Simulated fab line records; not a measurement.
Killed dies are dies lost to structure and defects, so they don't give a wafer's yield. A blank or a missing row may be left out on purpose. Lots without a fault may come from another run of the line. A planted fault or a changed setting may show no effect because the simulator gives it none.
fab line records	flow n5_finfet
record: lots: 4	wafers: 12	last_day: 17
route steps=1938 shown BEOL_M4@1099 BEOL_M5@1112 BEOL_M6@1257 PASSIVATION@1936
lots that met no fault: from a run of the same line without faults
start_h: the number of hours between the record's first day and the start of the first shown wafer of the lot	wait_h: hours elapsed since this lot's preceding step	" as in the row above	L1.1+2: a single row standing in for several wafers	- no value, or no start given	* or withheld: withheld	< > ~ a bound
route shown NAME@n: a module of which the file shows steps, and the number in the route of the first	usual: average and standard deviation across the fault-free wafers	same: alike in all rows	chamber/n: place in a boat	sites: each site's reading	_std_site: standard deviation across them	_edge_site: outer sites' mean less inner sites'	radius_mm: how far each site lies from the wafer's centre	mask NAME#n: copy n	behind: the tool/chamber that last shaped the wafer	hold: what put the lot on hold/how long, in hours/how the hold closed	device: whichever transistor did not switch (one of n, p or np)	end of line: the route-end tests of the same wafers	step lacking rows: just its recipe	killed: dies that structure and defects cost at the first sort, which is not the same as the wafer's yield	map: per-die view of a wafer (x killed, . not killed, _ where there is no die)
set.NAME: the setting the step ran with; set.NAME@STEP: the setting that earlier step ran with	model.NAME: the simulator's own value behind a step, which no gauge read
a table for each step, a row for each wafer; lots at some steps of the route
services: from which hour (start_h, from the record's first day; less than 0 if before it) a tool's chamber was out of use, for how many hours, and why
== steps ==
step: N5_BEOL_M4_ANNEAL_95
recipe: temp_c: 400	time_s: 240	ambient: vacuum
step: N5_BEOL_M4_SPUTTER_96
recipe: material: Cu	target_thk_a: 45	temp_c: -20	chamber_pressure_pa: 0.07	power_w: withheld	time_s: 8.29
step: N5_BEOL_M4_ECD_50
recipe: material: Cu	target_thk_a: 3000
step: N5_BEOL_M4_ANNEAL_51
recipe: temp_c: 225	time_s: 90	ambient: N2
step: N5_BEOL_M4_CMP_52
recipe: stop_on: SiOC	t_overpolish_s: 6.8	down_force_psi: 1	platen_rpm: 50	clearing_platen_down_force_psi: 1.5	clearing_platen_rpm: 50	post_cmp_clean: cu_alkaline	target_thk_nm: 40	clearing_platen_pad_velocity_m_s: 0.99484	pad_velocity_m_s: 0.99484
step: N5_BEOL_M4_PRE_CLEAN_60
recipe: gas: NH3/H2	time_s: 15	temp_c: *	rf_power_w: 300
step: N5_BEOL_M4_CO_CAP_55
recipe: material: Co	target_thk_a: 20	temp_c: 200	precursor: CCTBA/H2	pressure_torr: 30	time_s: 102.1
step: N5_BEOL_M4_PRE_CLEAN_56
recipe: gas: NH3	time_s: 15	temp_c: withheld	rf_power_w: 300
step: N5_BEOL_M4_DEP_57
recipe: material: SiCN	target_thk_a: 80	temp_c: withheld	precursor: 3MS/NH3	pressure_torr: 3	rf_w: 202	time_s: 14
step: N5_BEOL_M4_RC_MEAS_101
usual: DIBL_N: 36.0/2.5	DIBL_P: 36.3/2.8	IOFF_N: 0.16/0.042	IOFF_P: 0.21/0.045	ION_N: 673/15	ION_P: 463/8.1	SS_N: 71.4/0.73	SS_P: 73.3/0.92	VT_N: 251/4.1	VT_P: -250/3.4
lot.wafer	tool	chamber	start_h	wait_h	DIBL_N[mV/V]	DIBL_P[mV/V]	IOFF_N[nA/um]	IOFF_P[nA/um]	ION_N[uA/um]	ION_P[uA/um]	SS_N[mV/dec]	SS_P[mV/dec]	VT_N[mV]	VT_P[mV]
L834.1	prober-01	0	233.34	0.0	32.7	33.8	0.11	0.18	650	460	70.9	71.9	253	-252
L834.2	"	0	"	"	34.9	35.9	0.15	0.21	675	470	72.0	73.7	249	-250
L834.4	"	0	"	"	34.7	36.3	0.14	0.21	679	467	71.5	73.3	251	-252
L835.1	prober-02	0	238.99	0.0	35.1	35.2	0.16	0.21	693	474	71.2	73.4	250	-250
L835.2	"	0	"	"	31.2	30.5	0.09	0.14	649	453	70.3	71.9	261	-253
L835.3	"	0	"	"	37.8	38.1	0.19	0.26	678	462	71.8	74.2	247	-247
L841.1	prober-01	0	278.73	0.0	38.8	39.8	0.22	0.24	695	468	72.3	74.2	243	-247
L841.2	"	0	"	"	37.1	36.6	0.16	0.18	674	456	71.7	73.0	250	-256
L841.6	"	0	"	"	38.9	39.5	0.20	0.24	690	455	72.5	74.6	247	-250
L846.1	prober-02	0	310.06	0.0	35.3	35.4	0.15	0.22	668	465	70.7	72.9	253	-248
L846.2	"	0	"	"	35.9	35.4	0.14	0.20	659	458	71.0	73.5	254	-250
L846.4	"	0	"	"	31.5	30.1	0.09	0.14	655	457	70.5	71.8	257	-257
step: N5_BEOL_M5_ILD_DEP_00
recipe: material: SiCOH_lowk	target_thk_a: 1406.4	temp_c: 300	precursor: DEMS/porogen	pressure_torr: 5	rf_w: 500	time_s: 25.9
step: N5_BEOL_M5_CURE_79
recipe: temp_c: 385	time_s: 240	ambient: He/Ar	material: SiCOH_lowk
step: N5_BEOL_M5_PECVD_70
recipe: material: SiO2	target_thk_a: 160	temp_c: 400	precursor: TEOS/O2	pressure_torr: 5.5	rf_w: 450	teos_flow_sccm: 53.8	gas: O2	flow_sccm: 3000	time_s: 18
step: N5_BEOL_M5_HM_DEP_02
recipe: material: TiN	target_thk_a: 200	temp_c: 25	chamber_pressure_pa: 0.49996
step: N5_BEOL_M5_COAT_59
recipe: resist: SOC	temp_c: 250	time_s: 60	spin_rpm: 1500	resist_thk_nm: 60
step: N5_BEOL_M5_COAT_60
recipe: resist: SiARC	temp_c: 220	time_s: 60	spin_rpm: 1500	resist_thk_nm: 12
step: N5_BEOL_M5_COAT_71
recipe: resist: underlayer	temp_c: 205	time_s: 60	spin_rpm: 1500	resist_thk_nm: 5
step: N5_BEOL_M5_COAT_05
recipe: resist: CAR-EUV	spin_rpm: 1500	resist_thk_nm: 30
step: N5_BEOL_M5_EBR_07
recipe: solvent: PGMEA	ebr_width_mm: 1.5
step: N5_BEOL_M5_SOFTBAKE_06
recipe: temp_c: 110	time_s: 60	resist: CAR-EUV
step: N5_BEOL_M5_EXPOSE_08
recipe: mask_id: M5	na: 0.33	source_shape: annular	sigma_inner: 0.4	sigma_outer: 0.8	polarization: unpolarized	target_cd_nm: 28	dose_mj: 35.75
step: N5_BEOL_M5_PEB_09
recipe: peb_temp_c: 100	peb_time_s: 60	resist: CAR-EUV
step: N5_BEOL_M5_DEVELOP_10
recipe: develop_time_s: 30	developer: TMAH	resist: CAR-EUV	rinse_liquid: surfactant_rinse	dry: air_spin	dev_temp_c: 23
step: N5_BEOL_M5_DESCUM_16
recipe: chemistry: O2	time_s: 7	source_power_w: 50	bias_power_w: 20	pressure_mtorr: 20	rf_frequency_hz: 2.712e+07	temp_c: 40	resist: CAR-EUV	o2_flow_sccm: 225
step: N5_BEOL_M5_ETCH_72
recipe: chemistry: N2/H2	target: underlayer	target_depth_a: 65	mask_material: CAR-EUV	time_s: 5.2	ion_energy_ev: 200	pressure_mtorr: 30	source_w: 840	bias_w: 150	n2_flow_sccm: 200	h2_flow_sccm: 200	ends: cleared
step: N5_BEOL_M5_ETCH_61
recipe: chemistry: CF4	target: SiARC	target_depth_a: 156	mask_material: CAR-EUV	time_s: 26	ion_energy_ev: 80	pressure_mtorr: 40	source_w: 545	bias_w: 36	Ar_flow_sccm: 100	cf4_flow_sccm: 100	ends: cleared
step: N5_BEOL_M5_ETCH_62
recipe: chemistry: N2/H2	target: SOC	target_depth_a: 750	overetch_a: 150	mask_material: SiARC	temp_c: 40	time_s: 112.5	ion_energy_ev: 200	pressure_mtorr: 30	source_w: 840	bias_w: 150	n2_flow_sccm: 200	h2_flow_sccm: 200
step: N5_BEOL_M5_STRIP_63
recipe: chemistry: N2/H2	temp_c: 40	n2_flow_sccm: 200	h2_flow_sccm: 200	rf_frequency_hz: 6e+07
step: N5_BEOL_M5_STRIP_73
recipe: chemistry: N2/H2	temp_c: 40	n2_flow_sccm: 200	h2_flow_sccm: 200	rf_frequency_hz: 6e+07
step: N5_BEOL_M5_STRIP_64
recipe: chemistry: CF4	resist: SiARC	power_w: 300	bias_power_w: 75	pressure_mtorr: 50	cf4_flow_sccm: 150	rf_frequency_hz: 6e+07
step: N5_BEOL_M5_HM_OPEN_17
recipe: chemistry: Cl2/BCl3	target_depth_a: 200	overetch_a: 60	target: TiN	mask_material: SOC	ion_energy_ev: 150	pressure_mtorr: 10	icp_w: 1000	bias_w: 126	Cl2_flow_sccm: 53.25	bcl3_flow_sccm: 21.75	Ar_flow_sccm: 25
step: N5_BEOL_M5_STRIP_19
recipe: chemistry: O2	power_w: 400	temp_c: 40	pressure_mtorr: 30	rf_frequency_hz: 6e+07	bias_power_w: 0	overash_fraction: 0.2	o2_flow_sccm: 225
step: N5_BEOL_M5_COAT_65
recipe: resist: SOC	temp_c: 250	time_s: 60	spin_rpm: 1500	resist_thk_nm: 60
step: N5_BEOL_M5_COAT_66
recipe: resist: SiARC	temp_c: 220	time_s: 60	spin_rpm: 1500	resist_thk_nm: 12
step: N5_BEOL_M6_CMP_52
recipe: stop_on: SiCOH_lowk	t_overpolish_s: 6.9	down_force_psi: 1	platen_rpm: 50	clearing_platen_down_force_psi: 1.5	clearing_platen_rpm: 50	post_cmp_clean: cu_alkaline	target_thk_nm: 80	clearing_platen_pad_velocity_m_s: 0.99484	pad_velocity_m_s: 0.99484
usual: barrier_field_endpoint_s: 28.9/1	clearing_platen_down_force_psi: 1.500/0.0031	head_pressure_psi: 1.0003/0.0022	motor_current_A: 6.1/0.64	overpolish_run_s: 6.899/0.0094	time_to_endpoint_s: 63/4.3
lot.wafer	tool	chamber	start_h	wait_h	barrier_field_endpoint_s	clearing_platen_down_force_psi	head_pressure_psi	motor_current_A	overpolish_run_s	time_to_endpoint_s	model.Cu_of_BEOL_M6_ECD_50.thk_nm	model.SiO2_of_BEOL_M6_PECVD_70.thk_nm
L834.1	cmp-01	2	250.77	0.3	-	-	-	-	-	-	302.8	19.8
L834.2	"	3	"	"	-	-	-	-	-	-	298.4	19.4
L834.4	"	1	"	"	-	-	-	-	-	-	300.6	19.8
L835.3	cmp-04	0	260.19	0.2	-	-	-	-	-	-	297.2	19.6
L835.2	"	1	"	"	-	-	-	-	-	-	295.8	19.2
L835.1	"	3	"	"	-	-	-	-	-	-	294	20
L841.2	cmp-04	1	298.96	0.4	28.3	1.503	0.9991	7.1	6.894	60	79.6	0
L841.1	"	3	"	"	27.6	1.504	1.0020	6.5	6.921	60	75.6	0
L841.6	"	1	"	"	28.1	1.500	0.9996	7.1	6.912	58	79.2	0
L846.2	cmp-02	2	330.56	0.2	27.9	1.503	1.0025	6.6	6.905	63	81.2	0
L846.1	"	0	"	"	27.7	1.502	1.0022	6.6	6.906	61	77.8	0
L846.4	"	1	"	"	29.9	1.495	1.0010	7.1	6.888	66	83.2	0
step: N5_BEOL_M6_THK_MEAS_53
recipe: thk_meas_gauge: xrf	reads: Cu_of_BEOL_M6_ECD_50
usual: M6_THK: 79.7/2.5
lot.wafer	tool	chamber	start_h	wait_h	M6_THK[nm]
L834.1	film_metro-01	-	251.07	0.3	297.7
L834.2	"	-	"	"	294.4
L834.4	"	-	"	"	294.8
L835.1	film_metro-01	-	260.49	0.1	289.8
L835.2	"	-	"	"	293.8
L835.3	"	-	"	"	293.7
L841.1	film_metro-01	-	299.22	-	75.9
L841.2	"	-	"	"	79.5
L841.6	"	-	"	"	78.9
L846.1	film_metro-02	-	330.85	-	78.2
L846.2	"	-	"	"	82.0
L846.4	"	-	"	"	83.6
step: N5_BEOL_M6_RS_MEAS_57
recipe: thk_meas_gauge: four-point-probe	reads: Cu_of_BEOL_M6_ECD_50+Co_of_BEOL_M6_CVD_78+TaN_of_BEOL_M6_ALD_77
usual: M6_RS: 0.285/0.01
lot.wafer	tool	chamber	start_h	wait_h	M6_RS[ohm/sq]
L834.1	film_metro-01	-	251.20	0.1	0.064
L834.2	"	-	"	"	0.065
L834.4	"	-	"	"	0.064
L835.1	film_metro-01	-	260.62	0.1	0.066
L835.2	"	-	"	"	0.065
L835.3	"	-	"	"	0.065
L841.1	film_metro-01	-	299.35	0.1	0.305
L841.2	"	-	"	"	0.287
L841.6	"	-	"	"	0.289
L846.1	film_metro-02	-	330.98	0.1	0.295
L846.2	"	-	"	"	0.281
L846.4	"	-	"	"	0.273
step: N5_BEOL_M6_INSPECT_58
recipe: inspect_instrument: darkfield	mode: post_dep
usual: raw_defect_count: 76/26
lot.wafer	tool	chamber	start_h	wait_h	raw_defect_count
L834.1	defect_inspect-02	-	251.22	0.0	1479
L834.2	"	-	"	"	1404
L834.4	"	-	"	"	1495
L835.1	defect_inspect-01	-	260.64	0.0	1490
L835.2	"	-	"	"	1455
L835.3	"	-	"	"	1404
L841.1	defect_inspect-01	-	299.37	0.0	41
L841.2	"	-	"	"	69
L841.6	"	-	"	"	62
L846.1	defect_inspect-01	-	331.01	0.0	60
L846.2	"	-	"	"	84
L846.4	"	-	"	"	71
step: N5_PASSIVATION_PROBE_49
usual: defect_limited_yield: 91.0/1.4	killed_at_M0_to_M3: 36/11	killed_at_M4_up: 13/5.4	killed_at_contacts: 12/6.4	killed_at_front_end: 41/13	killed_at_other: 2.9/2.3	killed_dies: 106/17	killed_on_rim: 14/3.9	killed_open: 70/12	killed_short: 34/8.4	sort_bin_5_function: 5.2/1	sort_bin_6_memory: 3.4/0.63	sort_n_pass: 1074/18	sort_yield_pct: 91.0/1.6
same: gross_dies: 1180	killed_at_back_side: 0	sort_bin_4_leakage[%]: 0	sort_bin_8_speed[%]: 0
lot.wafer	tool	chamber	start_h	wait_h	defect_limited_yield[%]	killed_at_M0_to_M3	killed_at_M4_up	killed_at_contacts	killed_at_front_end	killed_at_other	killed_dies	killed_on_rim	killed_open	killed_short	sort_bin_5_function[%]	sort_bin_6_memory[%]	sort_n_pass	sort_yield_pct[%]
L834.1	prober-01	-	335.31	0.0	0	38	1081	8	51	2	1180	152	70	35	5.2	3.4	0	0
L834.2	prober-01	-	335.36	0.1	0	47	1066	17	47	3	1180	152	89	36	7.0	3.5	0	0
L834.4	prober-01	-	335.46	0.2	0	58	1075	16	26	5	1180	152	89	27	5.6	4.0	0	0
L835.1	prober-01	-	339.53	0.0	0	26	1112	9	26	7	1180	152	62	21	4.1	2.6	0	0
L835.2	prober-01	-	339.58	0.1	0	21	1122	12	22	3	1180	152	51	17	3.6	1.9	0	0
L835.3	prober-01	-	339.63	0.1	0	38	1089	16	32	5	1180	152	68	35	3.9	4.5	0	0
L841.1	prober-01	-	372.11	0.0	93.3	28	20	5	21	5	79	11	49	28	4.2	2.1	1101	93.3
L841.2	prober-01	-	372.16	0.1	90.8	31	21	8	42	7	109	15	81	24	5.7	3.6	1071	90.8
L841.6	prober-01	-	372.36	0.3	89.3	55	10	16	42	3	126	13	81	44	6.1	4.2	1054	89.3
L846.1	prober-02	-	418.30	0.0	89.8	44	28	12	30	6	120	11	82	35	5.3	4.3	1060	89.8
L846.2	prober-02	-	418.35	0.1	91.0	57	19	3	26	1	106	10	72	31	4.9	3.8	1074	91.0
L846.4	prober-02	-	418.45	0.2	91.4	49	14	8	29	1	101	12	69	29	4.8	3.5	1079	91.4
killed by level:class
L834.1 BEOL_M6:area_cmp=1075 STI_FIN_REVEAL:geometric_particle:open=22 FIN_SAQP:geometric_particle:short=8 MOL_CONTACT_COAG:geometric_particle:open=8 BEOL_M0_SAQP:geometric_particle:open=8 BEOL_M3:geometric_particle:open=6 FIN_SAQP:geometric_particle:open=5 BEOL_M0_SAQP:geometric_particle:short=5
L834.2 BEOL_M6:area_cmp=1055 FIN_SAQP:geometric_particle:open=13 BEOL_M3:geometric_particle:open=12 STI_FIN_REVEAL:geometric_particle:open=11 BEOL_M0_SAQP:geometric_particle:open=10 MOL_CONTACT_COAG:geometric_particle:open=9 MOL_CONTACT_COAG:geometric_particle:short=8 BEOL_M1:geometric_particle:open=7
L834.4 BEOL_M6:area_cmp=1064 BEOL_M3:geometric_particle:open=20 MOL_CONTACT_COAG:geometric_particle:open=15 BEOL_M0_SAQP:geometric_particle:open=10 BEOL_M1:geometric_particle:open=7 BEOL_M0_SAQP:geometric_particle:short=6 BEOL_M0:geometric_particle:open=6 STI_FIN_REVEAL:geometric_particle:open=5
L835.1 BEOL_M6:area_cmp=1097 BEOL_M2:geometric_particle:open=7 BEOL_M3:geometric_particle:open=7 STI_FIN_REVEAL:geometric_particle:open=6 MOL_CONTACT_COAG:geometric_particle:open=6 FIN_SAQP:geometric_particle:open=5 BEOL_M0_SAQP:geometric_particle:open=5 FIN_SAQP:geometric_particle:short=4
L835.2 BEOL_M6:area_cmp=1112 BEOL_M2:geometric_particle:open=12 MOL_CONTACT_COAG:geometric_particle:open=11 FIN_SAQP:geometric_particle:open=6 FIN_SAQP:geometric_particle:short=4 BEOL_M5:geometric_particle:open=4 STARTING-WAFER:geometric_particle:short=4 BEOL_M3:geometric_particle:open=3
L835.3 BEOL_M6:area_cmp=1077 FIN_SAQP:geometric_particle:open=11 BEOL_M0_SAQP:geometric_particle:open=10 BEOL_M2:geometric_particle:open=10 MOL_CONTACT_COAG:geometric_particle:open=9 BEOL_M0_SAQP:geometric_particle:short=9 STI_FIN_REVEAL:geometric_particle:open=7 MOL_CONTACT_COAG:geometric_particle:short=7
L841.1 BEOL_M1:geometric_particle:open=9 FIN_SAQP:geometric_particle:short=7 BEOL_M5:geometric_particle:open=6 FIN_SAQP:geometric_particle:open=5 BEOL_M0_SAQP:geometric_particle:open=5 BEOL_M2:geometric_particle:open=4 BEOL_M4:geometric_particle:open=4 GATE_CUT:geometric_particle:short=3
L841.2 FIN_SAQP:geometric_particle:open=21 BEOL_M4:geometric_particle:open=12 BEOL_M0_SAQP:geometric_particle:open=8 FIN_SAQP:geometric_particle:short=6 MOL_CONTACT_COAG:geometric_particle:open=6 BEOL_M0_SAQP:geometric_particle:short=5 BEOL_M2:geometric_particle:open=5 BEOL_M3:geometric_particle:open=5
L841.6 FIN_SAQP:geometric_particle:open=20 MOL_CONTACT_COAG:geometric_particle:open=11 BEOL_M1:geometric_particle:open=9 BEOL_M0_SAQP:geometric_particle:short=8 BEOL_M0_SAQP:geometric_particle:open=8 FIN_SAQP:geometric_particle:short=7 BEOL_M2:geometric_particle:open=7 BEOL_M3:geometric_particle:open=7
L846.1 BEOL_M4:geometric_particle:open=17 MOL_CONTACT_COAG:geometric_particle:open=11 BEOL_M1:geometric_particle:open=11 FIN_SAQP:geometric_particle:open=8 BEOL_M0:geometric_particle:open=7 BEOL_M0_SAQP:geometric_particle:open=6 BEOL_M0_SAQP:geometric_particle:short=5 BEOL_M2:geometric_particle:short=5
L846.2 BEOL_M2:geometric_particle:open=17 FIN_SAQP:geometric_particle:open=9 BEOL_M1:geometric_particle:open=9 BEOL_M0_SAQP:geometric_particle:open=8 BEOL_M0_SAQP:geometric_particle:short=7 FIN_SAQP:geometric_particle:short=4 BEOL_M0:geometric_particle:open=4 BEOL_M2:geometric_particle:short=4
L846.4 BEOL_M0_SAQP:geometric_particle:short=11 BEOL_M0_SAQP:geometric_particle:open=9 MOL_CONTACT_COAG:geometric_particle:open=8 BEOL_M1:geometric_particle:open=8 STI_FIN_REVEAL:geometric_particle:open=6 FIN_SAQP:geometric_particle:open=5 BEOL_M0:geometric_particle:open=5 BEOL_M2:geometric_particle:open=5
map L834.1 (x killed, . not)
_________________xxxxxxxxxxxx________________
______________xxxxxxxxxxxxxxxxxx_____________
___________xxxxxxxxxxxxxxxxxxxxxxxx__________
__________xxxxxxxxxxxxxxxxxxxxxxxxxx_________
________xxxxxxxxxxxxxxxxxxxxxxxxxxxxxx_______
_______xxxxxxxxxxxxxxxxxxxxxxxxxxxxxxxx______
______xxxxxxxxxxxxxxxxxxxxxxxxxxxxxxxxxx_____
_____xxxxxxxxxxxxxxxxxxxxxxxxxxxxxxxxxxxx____
____xxxxxxxxxxxxxxxxxxxxxxxxxxxxxxxxxxxxxx___
___xxxxxxxxxxxxxxxxxxxxxxxxxxxxxxxxxxxxxxxx__
___xxxxxxxxxxxxxxxxxxxxxxxxxxxxxxxxxxxxxxxx__
__xxxxxxxxxxxxxxxxxxxxxxxxxxxxxxxxxxxxxxxxxx_
__xxxxxxxxxxxxxxxxxxxxxxxxxxxxxxxxxxxxxxxxxx_
_xxxxxxxxxxxxxxxxxxxxxxxxxxxxxxxxxxxxxxxxxxxx
_xxxxxxxxxxxxxxxxxxxxxxxxxxxxxxxxxxxxxxxxxxxx
_xxxxxxxxxxxxxxxxxxxxxxxxxxxxxxxxxxxxxxxxxxxx
_xxxxxxxxxxxxxxxxxxxxxxxxxxxxxxxxxxxxxxxxxxxx
_xxxxxxxxxxxxxxxxxxxxxxxxxxxxxxxxxxxxxxxxxxxx
_xxxxxxxxxxxxxxxxxxxxxxxxxxxxxxxxxxxxxxxxxxxx
_xxxxxxxxxxxxxxxxxxxxxxxxxxxxxxxxxxxxxxxxxxxx
_xxxxxxxxxxxxxxxxxxxxxxxxxxxxxxxxxxxxxxxxxxxx
__xxxxxxxxxxxxxxxxxxxxxxxxxxxxxxxxxxxxxxxxxx_
__xxxxxxxxxxxxxxxxxxxxxxxxxxxxxxxxxxxxxxxxxx_
___xxxxxxxxxxxxxxxxxxxxxxxxxxxxxxxxxxxxxxxx__
___xxxxxxxxxxxxxxxxxxxxxxxxxxxxxxxxxxxxxxxx__
____xxxxxxxxxxxxxxxxxxxxxxxxxxxxxxxxxxxxxx___
_____xxxxxxxxxxxxxxxxxxxxxxxxxxxxxxxxxxxx____
______xxxxxxxxxxxxxxxxxxxxxxxxxxxxxxxxxx_____
_______xxxxxxxxxxxxxxxxxxxxxxxxxxxxxxxx______
________xxxxxxxxxxxxxxxxxxxxxxxxxxxxxx_______
__________xxxxxxxxxxxxxxxxxxxxxxxxxx_________
___________xxxxxxxxxxxxxxxxxxxxxxxx__________
______________xxxxxxxxxxxxxxxxxx_____________
_________________xxxxxxxxxxxx________________
map L835.1 (x killed, . not)
_________________xxxxxxxxxxxx________________
______________xxxxxxxxxxxxxxxxxx_____________
___________xxxxxxxxxxxxxxxxxxxxxxxx__________
__________xxxxxxxxxxxxxxxxxxxxxxxxxx_________
________xxxxxxxxxxxxxxxxxxxxxxxxxxxxxx_______
_______xxxxxxxxxxxxxxxxxxxxxxxxxxxxxxxx______
______xxxxxxxxxxxxxxxxxxxxxxxxxxxxxxxxxx_____
_____xxxxxxxxxxxxxxxxxxxxxxxxxxxxxxxxxxxx____
____xxxxxxxxxxxxxxxxxxxxxxxxxxxxxxxxxxxxxx___
___xxxxxxxxxxxxxxxxxxxxxxxxxxxxxxxxxxxxxxxx__
___xxxxxxxxxxxxxxxxxxxxxxxxxxxxxxxxxxxxxxxx__
__xxxxxxxxxxxxxxxxxxxxxxxxxxxxxxxxxxxxxxxxxx_
__xxxxxxxxxxxxxxxxxxxxxxxxxxxxxxxxxxxxxxxxxx_
_xxxxxxxxxxxxxxxxxxxxxxxxxxxxxxxxxxxxxxxxxxxx
_xxxxxxxxxxxxxxxxxxxxxxxxxxxxxxxxxxxxxxxxxxxx
_xxxxxxxxxxxxxxxxxxxxxxxxxxxxxxxxxxxxxxxxxxxx
_xxxxxxxxxxxxxxxxxxxxxxxxxxxxxxxxxxxxxxxxxxxx
_xxxxxxxxxxxxxxxxxxxxxxxxxxxxxxxxxxxxxxxxxxxx
_xxxxxxxxxxxxxxxxxxxxxxxxxxxxxxxxxxxxxxxxxxxx
_xxxxxxxxxxxxxxxxxxxxxxxxxxxxxxxxxxxxxxxxxxxx
_xxxxxxxxxxxxxxxxxxxxxxxxxxxxxxxxxxxxxxxxxxxx
__xxxxxxxxxxxxxxxxxxxxxxxxxxxxxxxxxxxxxxxxxx_
__xxxxxxxxxxxxxxxxxxxxxxxxxxxxxxxxxxxxxxxxxx_
___xxxxxxxxxxxxxxxxxxxxxxxxxxxxxxxxxxxxxxxx__
___xxxxxxxxxxxxxxxxxxxxxxxxxxxxxxxxxxxxxxxx__
____xxxxxxxxxxxxxxxxxxxxxxxxxxxxxxxxxxxxxx___
_____xxxxxxxxxxxxxxxxxxxxxxxxxxxxxxxxxxxx____
______xxxxxxxxxxxxxxxxxxxxxxxxxxxxxxxxxx_____
_______xxxxxxxxxxxxxxxxxxxxxxxxxxxxxxxx______
________xxxxxxxxxxxxxxxxxxxxxxxxxxxxxx_______
__________xxxxxxxxxxxxxxxxxxxxxxxxxx_________
___________xxxxxxxxxxxxxxxxxxxxxxxx__________
______________xxxxxxxxxxxxxxxxxx_____________
_________________xxxxxxxxxxxx________________
== services ==
tool	chamber	start_h	hours	kind
cmp-01	-	234.30	2.1	repair
cmp-02	-	258.39	1.0	repair
cmp-02	-	274.75	4.3	pm
cmp-02	-	297.52	1.5	repair
cmp-01	-	310.03	2.4	repair
cmp-01	-	313.14	4.4	pm
cmp-04	-	329.05	4.0	pm
== key ==
first_sign: step: N5_BEOL_M6_CMP_52	reading: tool_record	direction: missing
effect: step: N5_BEOL_M6_THK_MEAS_53	reading: M6_THK	direction: up	sigmas: 85	usual: 79.7	struck: 294.0
effect: step: N5_BEOL_M6_RS_MEAS_57	reading: M6_RS	direction: down	sigmas: 22	usual: 0.285	struck: 0.065
effect: step: N5_BEOL_M6_INSPECT_58	reading: raw_defect_count	direction: up	sigmas: 53	usual: 76	struck: 1454
effect: step: N5_PASSIVATION_PROBE_49	reading: killed_at_M4_up	direction: up	sigmas: 99+	usual: 13	struck: 1091
model_effect: step: N5_BEOL_M6_CMP_52	value: Cu_of_BEOL_M6_ECD_50.thk_nm	without: 80.53	struck: 298.1
more_kills_born_at: N5_BEOL_M6_CMP_52@cmp-04: 3286	N5_BEOL_M6_CMP_52@cmp-01: 3194
met_at N5_BEOL_M6_CMP_52
struck_wafers L834.1,L834.2,L834.4,L835.1,L835.2,L835.3
later_rows_left_out L834.1,L834.2,L834.4,L835.1,L835.2,L835.3
fault: kind: skipped_step_whole	tool: cmp-01,cmp-04	chamber: -	onset_h: 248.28	steps: N5_BEOL_M6_CMP_52	scope: struck_lots_only
later_rows_left_out: the simulator's readings of these wafers behind a module that went badly wrong aren't trusted and aren't shown, but for the sort
